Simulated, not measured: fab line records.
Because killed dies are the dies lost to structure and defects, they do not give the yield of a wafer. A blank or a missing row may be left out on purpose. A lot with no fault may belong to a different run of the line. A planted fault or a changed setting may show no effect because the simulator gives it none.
Comparing a struck lot with a sound one -- flow nandHarc -- 25 steps out of a route of 1302
Sound: wafers L302.1, L302.3, L302.4. Struck: wafers L324.2, L324.3, L324.4. The cause is named last.
Per side, at each step with rows, come the tool, then ch with its chambers, and then its first start. Under that, the readings that differ: sound wafers -- struck wafers -- difference of the means -- sigmas: that difference in standard deviations of wafers without a fault.
alike: same words and numbers on both sides, and readings whose means sit less than 2 such deviations apart. not compared: any withheld reading, any reading some wafer has no value for, any bound like >300 that may hide the same value, and any number with overlapping values for which the record gives no deviation.
A row with sigmas, a row that says differs or no value, or rows on one side alone: a step with any of these is where the two part. Numbers that have no deviation but don't overlap get no sigmas and don't part them. A reading missing from all wafers of one side parts the sides only when that side holds two or more wafers.

first, 1 step without rows for these wafers: NHARC_P_M0_SRD_25.
NHARC_P_M0_INSPECT_27:
  sound on defectInspect-02 at day 6 11:51; struck on defectInspect-02 at day 16 05:13
  alike: rawDefectCount
NHARC_P_M0_PRE_CLEAN_31: time 12 s.
  sound on pecvd-04 ch 1,2, day 6 11:56; struck on pecvd-04 ch 0,1, day 16 05:18
  alike: heaterPowerOuterW, heaterPowerW
NHARC_P_M0_DEP_32: deposits SiCN, target thk 30 nm.
  sound on pecvd-04 ch 1,2, day 6 12:02; struck on pecvd-04 ch 0,1, day 16 05:28
  alike: heaterPowerOuterW, heaterPowerW
then, 7 steps without rows for these wafers: NHARC_P_M1_DEP_00 (deposits SiOC, target thk 182.5 nm); NHARC_P_M1_DEHYDRATE_01 (time 120 s); NHARC_P_M1_HMDS_02 (time 30 s); NHARC_P_M1_COAT_34 (time 65 s); NHARC_P_M1_COAT_03 (resist thk 90 nm); NHARC_P_M1_SOFTBAKE_04 (time 55 s); NHARC_P_M1_EBR_05.
NHARC_P_M1_EXPOSE_06: exposes mask P M1, target cd 130 nm.
  sound on arfiScanner-03 ch 0, day 6 12:58; struck on arfiScanner-02 ch 0, day 16 06:40
reading,sound,struck,difference,sigmas
exposureDoseMJCm2,81.83 81.76 81.89,73.96 74.01 73.99,-7.84,-89
model.P_M1.overlayXNm (nm),0.1212 0.1212 0.1212,22.32 22.32 22.32,+22.20,
  alike: mask
then, 2 steps without rows for these wafers: NHARC_P_M1_PEB_07 (peb time 65 s); NHARC_P_M1_DEVELOP_08 (develop time 35 s).
NHARC_P_M1_CD_MEAS_09: the cd target is 130 nm.
  sound on cdSem-01 ch 0, day 6 13:06; struck on cdSem-03 ch 0, day 16 06:49
reading,sound,struck,difference,sigmas
cdNm (nm),130.5 129.1 129.9,123.8 124.1 123.7,-6.0,-9
NHARC_P_M1_OVL_MEAS_10: pitch 260 nm.
  sound on overlay-02 at day 6 13:11; struck on overlay-01 at day 16 06:54
reading,sound,struck,difference,sigmas
overlayXNm (nm),-0.4 -0.1 -0.6,22.4 22.5 22.3,+22.8,+23
  alike: overlayYNm
NHARC_P_M1_INSPECT_11:
  sound on defectInspect-02 at day 6 13:13; struck on defectInspect-02 at day 16 06:56
  alike: rawDefectCount
NHARC_P_M1_DESCUM_14: chemistry O2, time 3 s.
  sound on rieDiel-11 ch 0,2,3, day 6 13:17; struck on rieDiel-11 ch 0,2,3, day 16 06:59
reading,sound,struck,difference,sigmas
rfHoursCounterH (h),4 3 3,7 6 7,+3,
model.P_M1.cdNm (nm),130.3 129.3 129.5,124.3 123.8 123.2,-5.9,
  alike: drypumpMotorCurrentA, oesProductAu, rfVppV, showerheadPlenumPTorr, throttleValvePct
NHARC_P_M1_ETCH_35: etches the open film in N2/H2, target depth 40 nm, overetch 12 nm, time 43.94 s.
  sound on rieDiel-11 ch 1,2,3, day 6 13:22; struck on rieDiel-11 ch 1,2,3, day 16 07:05
reading,sound,struck,difference,sigmas
rfHoursCounterH (h),4 3 3,7 7 7,+4,
  alike: drypumpMotorCurrentA, h2FlowSccm, oesProductAu, rfVppV, showerheadPlenumPTorr, throttleValvePct
NHARC_P_M1_ETCH_15: etches the open film in C4F8/Ar, target depth 182.5 nm, time 91.2 s.
  sound on rieDiel-11 ch 0,2,3; struck on rieDiel-11 ch 0,2,3
reading,sound,struck,difference,sigmas
rfHoursCounterH (h),3 3 4,6 7 7,+3,
  alike: oesProductAu, rfVppV
NHARC_P_M1_CD_MEAS_16:
  sound on cdSem-01 at day 6 13:35; struck on cdSem-02 at day 16 07:18
reading,sound,struck,difference,sigmas
cdNm (nm),130.0 129.2 130.0,124.1 123.2 123.4,-6.2,-8
NHARC_P_M1_STRIP_18: strips in N2/H2.
  sound on rieDiel-09 ch 0,1,3, day 6 13:40; struck on rieDiel-06 ch 0,2,3, day 16 07:22
reading,sound,struck,difference,sigmas
rfHoursCounterH (h),48 45 48,4 6 5,-42,
  alike: drypumpMotorCurrentA, h2FlowSccm, oesProductAu, rfVppV, showerheadPlenumPTorr, throttleValvePct
NHARC_P_M1_ETCH_28: etches the open film in CF4/N2, target depth 30 nm, time 72.99 s.
  sound on rieDiel-09 ch 0,1,3; struck on rieDiel-06 ch 0,1,2
reading,sound,struck,difference,sigmas
rfHoursCounterH (h),45 48 48,5 6 4,-42,
model.P_M1.cdNm (nm),130.3 129.2 129.8,125.4 122.7 123.7,-5.8,
  alike: drypumpMotorCurrentA, oesProductAu, rfVppV, showerheadPlenumPTorr, throttleValvePct
then, 1 step without rows for these wafers: NHARC_P_M1_STRIP_19 (strips in post etch residue remover, time 600 s).
-- break in the record here, with 18 days between the starts of the struck wafers on either side (left off in module P_M1, picked up again in module END, where the first step shown is number 1302 on the route) --
NHARC_END_SORT_01:
  sound on prober-02 ch 0, day 27 05:40; struck on prober-01 ch 0, day 34 15:15
  alike: defectLimitedYield, killedAtArray, killedAtOther, killedAtPeriphery, killedDies, killedOpen, killedShort, sort_bin_2_pct, sort_bin_3_pct, sort_bin_4_pct, sortNPass, sortRimYieldPct, sortYieldPct

WHERE THEY PART
Last at NHARC_P_M1_CD_MEAS_16 as far as this record goes, first at NHARC_P_M1_EXPOSE_06. Later steps at which nothing parts them and some readings are alike: NHARC_P_M1_STRIP_18, NHARC_P_M1_ETCH_28, NHARC_END_SORT_01.

WHY: what the simulator had put in
Scanner matching overlay: arfiScanner-02, from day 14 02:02 on, at NHARC_P_M1_EXPOSE_06. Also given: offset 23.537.
